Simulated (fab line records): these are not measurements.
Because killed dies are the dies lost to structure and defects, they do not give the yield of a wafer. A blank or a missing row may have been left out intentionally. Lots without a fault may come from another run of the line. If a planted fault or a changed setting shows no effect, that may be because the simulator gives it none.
Split-lot trial | flow n5 finfet | 21 wafers read across 7 lots, on a route 1938 steps long

ON THE SPLIT
At N5_PASSIVATION_ETCH_15 (etches SiCN in CF4/N2, target depth 75 nm, time 81.2 s), the setting bias w was moved away from the recipe's 70 W on 7 of the 21 wafers read, by -15.4% to +13.1%. For the rest of the wafers, this setting stayed at what the recipe calls for.

The split's own step is where the reading is taken.

THE READING
rf vpp V, in V, at N5_PASSIVATION_ETCH_15 (etches SiCN in CF4/N2, target depth 75 nm, time 81.2 s). On this fab line, fault-free wafers typically give 381.6 V with a standard deviation of 1.5 V.

wafer  | tool, chamber at the split | bias w as run, W | against the recipe | rf vpp V, V | against lot-mates on the recipe
L082.1 | rie diel-02, 2             | 70               | recipe             | 382.7       | -
L082.2 | rie diel-02, 0             | 70               | recipe             | 382.0       | -
L082.4 | rie diel-02, 3             | 70               | recipe             | 382.6       | -
L077.2 | rie diel-02, 1             | 62.96            | -10.1%             | 356.5       | -25.2
L077.4 | rie diel-02, 3             | 70               | recipe             | 383.0       | -
L077.5 | rie diel-02, 1             | 70               | recipe             | 380.5       | -
L083.2 | rie diel-02, 3             | 70               | recipe             | 382.9       | -
L083.4 | rie diel-02, 1             | 59.25            | -15.4%             | 343.3       | -39.6
L083.5 | rie diel-02, 2             | 59.25            | -15.4%             | 345.0       | -37.9
L086.1 | rie diel-01, 3             | 70               | recipe             | 378.5       | -
L086.3 | rie diel-01, 2             | 79.19            | +13.1%             | 411.8       | +33.3
L086.5 | rie diel-01, 0             | 79.19            | +13.1%             | 412.4       | +33.9
L087.1 | rie diel-06, 2             | 70               | recipe             | 382.4       | -
L087.2 | rie diel-06, 1             | 70               | recipe             | 382.2       | -
L087.4 | rie diel-06, 2             | 70               | recipe             | 381.2       | -
L090.2 | rie diel-01, 3             | 77.41            | +10.6%             | 405.2       | +24.9
L090.3 | rie diel-01, 0             | 70               | recipe             | 380.3       | -
L090.5 | rie diel-01, 2             | 77.41            | +10.6%             | 407.0       | +26.7
L092.1 | rie diel-01, 1             | 70               | recipe             | 379.4       | -
L092.2 | rie diel-01, 3             | 70               | recipe             | 378.3       | -
L092.4 | rie diel-01, 0             | 70               | recipe             | 380.9       | -

THE FIT
A straight line over all 21 wafers: rf vpp V changes by +2.39 V for each +1% of bias w; r = +1.00; the points scatter about the line by 1.4 V.
The same after taking each lot's own level away (the mean of its wafers on the recipe; 21 wafers): +2.52 V for each +1%; r = +1.00; scatter 0.82 V.
Per that fit: largest bias w move, reading shift of 39 V.
Measured against the standard deviation above, the lots' own levels, which go from 378.50 to 382.90 V, span 2.9 times it.
The two slopes agree, so the slope changes little with the lot-to-lot level.
Check: -38.3 V against its lot-mates is what the line predicts for one of the wafers moved furthest among these (-15.4%) when that wafer is left out of the fit. Against them it came out at -39.6 V.
Tool readings at the split's step, against how far the setting was moved: rf vpp V r = +1.00.

OTHER SPLITS ON THESE WAFERS
Before the reading, these wafers also passed through other splits. Each is held against what the fit with the lots' levels taken away leaves over:
other split on the same wafers | wafers away from the commonest value | r with rf vpp V (lot level and that fit taken away)
N5_BEOL_M15_SPUTTER_43 power w | 11                                   | -0.11
N5_BEOL_M15_SPUTTER_44 power w | 4                                    | -0.07

FILE'S OWN FIT
rf vpp V changes by +2.51 V for each +1% of bias w, r = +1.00.
